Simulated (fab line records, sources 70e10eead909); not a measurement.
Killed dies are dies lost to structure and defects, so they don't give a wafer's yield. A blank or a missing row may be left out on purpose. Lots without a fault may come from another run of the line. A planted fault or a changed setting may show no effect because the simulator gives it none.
fab line records | flow nand_harc
record lots=12 wafers=33 last_day=24
route steps=1159 shown A_SGD_CUT@772 A_SLIT@794 END@1159
lots that met no fault: from a run of the same line without faults
start_h: hours from the record's first day to the start of the lot's first wafer shown | wait_h: hours since the lot's step before | " the same as in the row above | L1.1+2: a row that stands for several wafers | - no value, or no start given | * or withheld: withheld | < > ~ a bound
route shown NAME@n: a module of which the file shows steps, and the number in the route of the first | usual: mean/standard deviation of fault-free wafers | same: alike in all rows | chamber/n: place in a boat | sites: the reading at each site | _std_site: their standard deviation | _edge_site: outer sites' mean less inner sites' | radius_mm: how far each site lies from the wafer's centre | mask NAME#n: copy n | behind: the tool/chamber that last shaped the wafer | hold: why the lot was held/for how many hours/how that ended | device: the transistor (n, p or np) that didn't switch | end of line: the same wafers' tests at the end of the route | a step without rows: its recipe alone | killed: dies lost to structure and defects at the first sort, not the wafer's yield | map: a wafer's dies, x killed, . not, _ none there
set.NAME: the setting as run; set.NAME@STEP: as run at that earlier step | model.NAME: the simulator's own value behind a step, which no gauge read
steps of the route over a sample of lots; a table a step, a row a wafer
services: from which hour (start_h, from the record's first day; less than 0 if before it) a tool's chamber was out of use, for how many hours, and why
## steps
# step NHARC_A_SGD_CUT_CMP_21
# recipe target_thk_nm=148.19
# usual motor_current_A=11.9/0.99 slurry_filter_dp_kPa=13.50/0.14 time_to_endpoint_s=49.5/2.7
# columns lot.wafer tool chamber start_h wait_h motor_current_A slurry_filter_dp_kPa time_to_endpoint_s
L424.4 cmp-01 0 311.35 0.4 13.7 13.23 49.2
L424.5 " 1 " " 12.4 13.55 47.9
L424.6 " 2 " " 12.5 13.55 50.1
L423.2 cmp-04 1 324.59 0.4 10.5 13.56 51.7
L423.1 " 2 " " 11.5 13.65 47.4
L423.6 " 3 " " 12.3 13.53 50.0
L426.4 cmp-03 1 333.35 0.4 14.1 13.30 50.4
L426.2 " 3 " " 12.1 13.47 49.0
L426.5 " 1 " " 13.8 13.75 51.2
L430.4 cmp-03 2 351.19 0.4 11.1 13.58 49.3
L430.2 " 3 " " 11.5 13.36 50.8
L430.1 " 0 " " 11.5 13.35 55.1
L429.3 cmp-01 2 351.23 0.4 11.7 13.34 53.5
L429.1 " 0 " " 13.5 13.38 55.4
L429.6 " 2 " " 12.5 13.66 55.2
L432.2 cmp-01 0 373.07 0.4 13.4 13.76 51.9
L432.3 " 1 " " 12.8 13.32 49.0
L432.1 " 2 " " 11.8 13.51 52.1
L431.3 cmp-04 1 373.07 0.4 11.4 13.55 51.2
L431.2 " 3 " " 12.1 13.49 46.7
L431.1 " 0 " " 11.6 13.52 47.3
L434.3 cmp-03 1 381.86 0.4 14.1 13.19 48.4
L434.4 " 2 " " 10.3 13.44 50.0
L434.5 " 0 " " 11.7 13.45 47.7
L439.2 cmp-01 2 418.51 0.5 11.3 13.44 47.9
L439.4 " 3 " " 13.4 13.43 46.1
L442.4 cmp-03 3 429.65 0.4 11.7 13.81 52.8
L442.2 " 0 " " 11.4 13.48 53.7
L445.3 cmp-01 3 442.41 0.4 12.3 13.57 47.1
L445.1 " 0 " " 13.4 13.53 50.3
L445.2 " 2 " " 12.2 13.55 50.6
L443.3 cmp-04 3 442.41 0.4 12.4 13.44 45.4
L443.4 " 1 " " 10.5 13.29 51.1
# step NHARC_A_SGD_CUT_STRIP_28
# recipe time_s=20 o2_flow_sccm=500 ar_flow_sccm=0 bias_w=0 chemistry=O2
# usual drypump_motor_current_A=5.7/0.35 oes_product_au=1.001/0.012 rf_vpp_V=57.8/0.93 showerhead_plenum_p_Torr=3.59/0.084 throttle_valve_pct=17.038/0.0085
# columns lot.wafer tool chamber start_h wait_h drypump_motor_current_A oes_product_au rf_hours_counter_h rf_vpp_V showerhead_plenum_p_Torr throttle_valve_pct
L424.4 rie_diel-02 1 - - 6.3 1.014 20 58.2 3.64 17.029
L424.5 " 3 " " 5.6 1.001 - 59.7 3.70 17.038
L424.6 " 0 " " 5.9 1.003 - 57.9 3.58 17.039
L423.2 rie_diel-02 1 - - 6.3 0.997 21 57.9 3.64 17.035
L423.1 " 3 " " 5.6 1.010 21 58.9 3.70 17.041
L423.6 " 1 " " 6.4 1.010 - 58.2 3.64 17.036
L426.4 rie_diel-10 3 - - 5.8 1.012 16 57.2 3.77 17.037
L426.2 " 0 " " 5.7 1.000 16 57.4 3.58 17.034
L426.5 " 2 " " 5.6 1.021 - 58.6 3.57 17.045
L430.4 rie_diel-08 1 - - 5.0 1.011 4 57.4 3.48 17.043
L430.2 " 2 " " 5.6 0.987 4 59.9 3.67 17.049
L430.1 " 3 " " 5.8 1.003 4 58.2 3.49 17.028
L429.1 rie_diel-10 0 - - 5.7 1.009 18 58.3 3.57 17.028
L429.3 " 2 " " 5.6 1.016 17 57.3 3.57 17.044
L429.6 " 3 " " 5.9 1.000 - 59.5 3.77 17.020
L432.3 rie_diel-10 1 - - 5.4 0.994 2 58.1 3.57 17.016
L432.2 " 2 " " 5.6 1.003 2 57.2 3.57 17.041
L432.1 " 3 " " 5.9 1.019 2 58.1 3.77 17.025
L431.2 rie_diel-08 0 - - 6.4 0.979 3 59.3 3.52 17.051
L431.3 " 1 " " 5.0 1.014 5 58.3 3.48 17.037
L431.1 " 3 " " 5.8 0.998 4 57.8 3.49 17.036
L434.3 rie_diel-02 2 - - 5.7 1.002 5 57.2 3.65 17.040
L434.4 " 3 " " 5.7 1.011 5 58.5 3.69 17.036
L434.5 " 2 " " 5.7 0.997 - 57.6 3.65 17.050
L439.2 rie_diel-10 3 - - 5.9 1.007 6 57.2 3.76 17.035
L439.4 " 0 " " 5.7 1.000 6 57.5 3.57 17.031
L442.4 rie_diel-02 2 - - 5.7 0.993 10 58.6 3.64 17.056
L442.2 " 1 " " 6.4 1.010 10 56.6 3.63 17.033
L443.3 rie_diel-02 0 - - 5.9 1.006 10 58.0 3.57 17.035
L443.4 " 3 " " 5.6 1.016 11 58.4 3.69 17.030
L445.3 rie_diel-02 2 - - 5.7 0.987 11 56.4 3.64 17.020
L445.1 " 0 " " 5.9 1.002 10 56.5 3.57 17.044
L445.2 " 1 " " 6.4 0.999 11 57.3 3.63 17.035
# step NHARC_A_SLIT_ETCH_24
# recipe target_depth_a=1210 time_s=60.5 cf4_flow_sccm=100 chf3_flow_sccm=30 ar_flow_sccm=0 rf_w=500 bias_w=200 chemistry=CF4/CHF3
# usual drypump_motor_current_A=5.6/0.66 oes_product_au=0.964/0.018 rf_vpp_V=371.3/2.4 run_length_s=81.8/0.39 showerhead_plenum_p_Torr=1.59/0.064 throttle_valve_pct=16.803/0.0086
# columns lot.wafer tool chamber start_h wait_h drypump_motor_current_A oes_product_au rf_hours_counter_h rf_vpp_V run_length_s showerhead_plenum_p_Torr throttle_valve_pct
L424.4 rie_diel-05 0 315.62 0.1 6.1 0.986 10 370.7 82.2 1.59 16.801
L424.5 " 1 " " 6.7 0.962 - 370.0 81.3 1.58 16.810
L424.6 " 2 " " 4.6 0.974 - 376.4 82.3 1.69 16.808
L423.2 rie_diel-05 1 328.55 0.1 6.7 0.941 11 370.4 81.5 1.58 16.793
L423.1 " 2 " " 4.6 0.974 10 375.8 82.2 1.69 16.804
L423.6 " 0 " " 6.1 0.963 - 370.4 82.3 1.59 16.810
L426.4 rie_diel-03 3 339.60 0.1 5.3 0.989 7 370.4 82.1 1.55 16.801
L426.2 " 0 " " 4.8 0.986 7 374.8 81.8 1.68 16.797
L426.5 " 2 " " 5.7 0.970 - 372.6 81.5 1.66 16.800
L430.4 rie_diel-12 2 355.29 0.1 5.2 0.923 12 367.5 81.7 1.47 16.794
L430.1 " 3 " " 5.1 0.920 11 368.9 81.7 1.57 16.809
L430.2 " 0 " " 6.1 0.921 11 368.7 81.6 1.52 16.819
L429.3 rie_diel-03 0 356.98 0.1 4.8 0.968 8 374.1 81.9 1.68 16.804
L429.1 " 1 " " 5.5 0.972 7 371.5 81.5 1.59 16.797
L429.6 " 1 " " 5.5 0.966 - 369.6 82.3 1.59 16.799
L431.2 rie_diel-05 3 377.27 0.1 6.6 0.952 1 370.6 81.2 1.58 16.791
L431.1 " 0 " " 6.1 0.975 1 372.3 82.2 1.59 16.806
L431.3 " 1 " " 6.7 0.973 1 370.7 81.3 1.58 16.803
L432.2 rie_diel-03 3 377.78 0.1 5.2 0.995 10 369.9 81.9 1.55 16.819
L432.1 " 0 " " 4.8 0.971 10 373.9 81.8 1.68 16.803
L432.3 " 1 " " 5.4 0.967 8 372.9 81.7 1.59 16.795
L434.4 rie_diel-05 3 385.80 0.1 6.5 0.951 1 370.4 81.4 1.58 16.802
L434.3 " 0 " " 6.1 0.977 1 371.6 82.1 1.59 16.793
L434.5 " 2 " " 4.6 0.952 - 376.2 82.4 1.69 16.812
L439.2 rie_diel-05 3 424.15 0.1 6.6 0.955 3 371.7 81.3 1.58 16.806
L439.4 " 0 " " 6.1 0.971 3 372.9 82.2 1.59 16.796
L442.4 rie_diel-05 1 433.73 0.1 6.7 0.942 4 370.0 81.6 1.58 16.805
L442.2 " 0 " " 6.1 0.955 4 371.6 82.1 1.59 16.799
L443.3 rie_diel-05 0 447.06 0.1 6.1 0.959 5 371.2 82.0 1.59 16.815
L443.4 " 1 " " 6.7 0.965 5 371.4 81.8 1.58 16.809
L445.1 rie_diel-03 3 448.53 0.1 5.3 0.980 5 370.5 82.2 1.55 16.795
L445.3 " 0 " " 4.8 0.979 5 373.7 81.8 1.68 16.786
L445.2 " 2 " " 5.6 0.977 4 372.6 81.6 1.66 16.796
# step NHARC_A_SLIT_ETCH_15
# recipe target_depth_a=32000 over_etch_frac=0.3 time_s=832 ion_energy_ev=150 o2_flow_sccm=400 cos_flow_sccm=20 ar_flow_sccm=0 rf_w=500 bias_w=300 chemistry=O2/COS
# usual drypump_motor_current_A=5.7/0.65 oes_product_au=1.005/0.011 rf_vpp_V=314.8/2 run_length_s=853.3/0.38 showerhead_plenum_p_Torr=3.16/0.13 throttle_valve_pct=28.331/0.01
# columns lot.wafer tool chamber start_h wait_h drypump_motor_current_A oes_product_au rf_hours_counter_h rf_vpp_V run_length_s showerhead_plenum_p_Torr throttle_valve_pct
L424.4 rie_diel-05 1 315.81 - 6.7 0.989 10 313.9 853.1 3.13 28.346
L424.6 " 3 " " 6.6 1.012 - 315.5 852.7 3.13 28.314
L424.5 " 0 " " 6.1 1.023 - 315.6 853.4 3.16 28.330
L423.1 rie_diel-05 3 328.63 - 6.6 1.001 11 314.6 852.6 3.13 28.346
L423.2 " 2 " " 4.6 1.029 10 317.3 853.7 3.35 28.331
L423.6 " 0 " " 6.1 1.018 - 317.0 853.8 3.16 28.327
L426.2 rie_diel-03 3 339.80 - 5.3 1.015 7 313.5 853.7 3.08 28.321
L426.4 " 0 " " 4.8 1.013 7 318.2 853.5 3.33 28.341
L426.5 " 1 " " 5.5 1.003 - 314.4 853.6 3.16 28.320
L430.4 rie_diel-12 1 355.38 - 6.0 1.006 12 311.9 853.3 2.93 28.326
L430.1 " 3 " " 5.2 1.007 11 314.8 852.6 3.11 28.332
L430.2 " 0 " " 6.1 0.993 11 312.3 853.3 3.02 28.342
L429.3 rie_diel-03 0 357.07 - 4.8 1.011 8 316.9 853.2 3.33 28.330
L429.1 " 3 " " 5.3 1.017 8 313.8 853.5 3.08 28.334
L429.6 " 0 " " 4.8 1.011 - 317.1 853.4 3.33 28.349
L431.1 rie_diel-05 2 377.36 - 4.6 1.013 1 317.2 854.0 3.35 28.322
L431.2 " 0 " " 6.1 0.985 1 316.0 853.5 3.15 28.336
L431.3 " 1 " " 6.7 0.984 1 314.1 852.9 3.13 28.332
L432.3 rie_diel-03 2 377.86 - 5.7 0.990 8 316.7 853.1 3.29 28.331
L432.1 " 0 " " 4.9 1.008 10 317.4 853.3 3.33 28.318
L432.2 " 1 " " 5.5 1.014 8 313.8 853.3 3.16 28.338
L434.4 rie_diel-05 1 386.00 - 6.7 1.004 1 313.5 852.8 3.13 28.304
L434.3 " 2 " " 4.7 1.020 1 319.3 853.4 3.35 28.323
L434.5 " 3 " " 6.6 1.001 - 315.5 852.6 3.13 28.335
L439.4 rie_diel-05 1 424.24 - 6.7 0.994 3 314.4 677.3 3.13 28.327
L439.2 " 2 " " 4.6 1.009 4 317.9 678.6 3.35 28.312
L442.4 rie_diel-05 3 433.82 - 6.5 1.002 4 313.6 677.4 3.13 28.343
L442.2 " 1 " " 6.7 0.985 4 314.5 677.8 3.13 28.317
L443.3 rie_diel-05 3 447.14 - 6.6 1.003 5 314.2 852.9 3.13 28.330
L443.4 " 1 " " 6.7 1.001 5 314.3 677.4 3.13 28.325
L445.1 rie_diel-03 3 448.63 - 5.3 1.026 5 313.2 853.7 3.07 28.329
L445.2 " 0 " " 4.9 1.013 5 317.0 854.0 3.33 28.318
L445.3 " 2 " " 5.7 1.020 4 316.7 852.9 3.29 28.321
# step NHARC_END_SORT_01
# recipe temp_c=25
# usual killed_at_array=27/8.8 killed_at_other=0.4/0.82 killed_at_periphery=3.1/2.1 killed_dies=31/8.8 killed_open=3.3/2 killed_short=2.0/1.4
# same gross_dies=677
# columns lot.wafer tool chamber start_h wait_h killed_at_array killed_at_other killed_at_periphery killed_dies killed_open killed_short
L439.2 prober-02 0 546.80 2.8 76 0 3 79 1 3
L439.4 prober-02 0 548.40 3.4 63 2 2 67 5 1
L442.2 prober-02 0 562.39 2.8 143 0 3 146 2 0
L442.4 prober-02 0 563.96 3.4 110 1 5 116 5 2
L443.3 prober-01 0 563.27 3.1 36 0 5 41 2 4
L443.4 prober-01 0 564.06 3.4 106 0 7 113 2 2
# killed by level:class
L439.2 A_SLIT:area_etch=58 A_SLIT:chamber_film_flake=9 A_CHANNEL_HOLE_D1:chamber_film_flake=3 A_WL_FILL:geometric_particle:short=2 P_GATE:chamber_film_flake=2 A_SOURCE_PLATE:geometric_particle:short=1 A_M1:geometric_particle:open=1 P_ZERO_WELL:chamber_film_flake=1
L439.4 A_SLIT:area_etch=39 A_SLIT:chamber_film_flake=14 A_CHANNEL_HOLE_D1:chamber_film_flake=3 A_CHANNEL_FILL_D1:geometric_particle:open=2 HYBRID_BOND:latent=2 A_CHANNEL_FILL_D1:geometric_particle:short=1 A_CONTACT:geometric_particle:open=1 A_BLC:geometric_particle:open=1
L442.2 A_SLIT:area_etch=116 A_CHANNEL_HOLE_D1:chamber_film_flake=17 A_WL_FILL:chamber_film_flake=4 P_GATE:chamber_film_flake=3 A_STAIRCASE:chamber_film_flake=2 A_CONTACT:chamber_film_flake=2 A_SGD_CUT:geometric_particle:open=1 A_M1:geometric_particle:open=1
L443.3 A_CHANNEL_HOLE_D1:chamber_film_flake=24 A_CONTACT:chamber_film_flake=3 A_ONON_D1:geometric_particle:short=2 P_GATE:chamber_film_flake=2 P_M1:chamber_film_flake=2 A_STAIRCASE:chamber_film_flake=2 A_WL_FILL:chamber_film_flake=2 P_GATE:geometric_particle:open=1
L442.4 A_SLIT:area_etch=84 A_CHANNEL_HOLE_D1:chamber_film_flake=20 P_STI:geometric_particle:short=1 P_GATE:geometric_particle:open=1 P_CONTACT:geometric_particle:open=1 P_M0:geometric_particle:open=1 A_STAIRCASE:geometric_particle:open=1 A_SGD_CUT:geometric_particle:short=1
L443.4 A_SLIT:area_etch=81 A_CHANNEL_HOLE_D1:chamber_film_flake=20 P_GATE:chamber_film_flake=3 P_STI:chamber_film_flake=2 A_STAIRCASE:chamber_film_flake=2 P_CONTACT:geometric_particle:short=1 P_M0:geometric_particle:short=1 A_WL_FILL:geometric_particle:open=1
## services
# columns tool chamber start_h hours kind
cmp-01 - 287.85 4.0 pm
rie_diel-05 3 294.07 3.3 repair
cmp-04 - 301.25 4.0 pm
rie_diel-05 2 308.34 3.2 repair
rie_diel-02 - 327.70 9.0 pm
cmp-04 - 328.04 1.1 repair
cmp-01 - 332.94 1.4 repair
rie_diel-05 - 346.94 9.0 pm
cmp-03 - 352.02 4.0 pm
rie_diel-10 - 353.50 9.0 pm
cmp-03 - 357.14 6.1 repair
rie_diel-03 2 359.51 8.3 repair
rie_diel-05 1 372.96 1.4 repair
cmp-01 - 385.85 4.0 pm
rie_diel-05 3 388.64 10.4 repair
cmp-04 - 388.85 4.1 repair
rie_diel-03 - 392.30 9.0 pm
cmp-04 - 399.25 4.0 pm
rie_diel-03 2 406.08 4.3 repair
cmp-01 - 417.58 0.6 repair
rie_diel-03 1 426.45 22.9 repair
rie_diel-05 3 429.00 2.4 repair
rie_diel-02 0 433.37 4.7 repair
cmp-03 - 439.07 1.0 repair
## key
first_sign step=NHARC_A_SLIT_ETCH_15 reading=run_length_s direction=down sigmas=99+ usual=* struck=*
effect step=NHARC_END_SORT_01 reading=killed_dies direction=up sigmas=8.3 usual=31 struck=104
more_kills_born_at NHARC_A_SLIT_ETCH_15@rie_diel-05=378
met_at NHARC_A_SLIT_ETCH_15
struck_lots L439,L442,L443
struck_wafers L439.2,L439.4,L442.2,L442.4,L443.4
tester_left_out L439,L442,L443
not_acting_at NHARC_A_SGD_CUT_CMP_21,NHARC_A_SGD_CUT_STRIP_28,NHARC_A_SLIT_ETCH_24
onset_between 386.00 424.24
fault kind=process_parameter_drift tool=rie_diel-05 chamber=- onset_h=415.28 steps=NHARC_A_SLIT_ETCH_15 channel=time_s offset=* shape=step end_h=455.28 scope=struck_wafers_only acts_in=* stated=*
# tester_left_out: of these lots the tester's yield and bins aren't shown, on N5 and GAA mostly nor the transistor test; their killed dies are dies lost to structure and defects alone, not to doping, threshold or leakage, so they don't give the yield
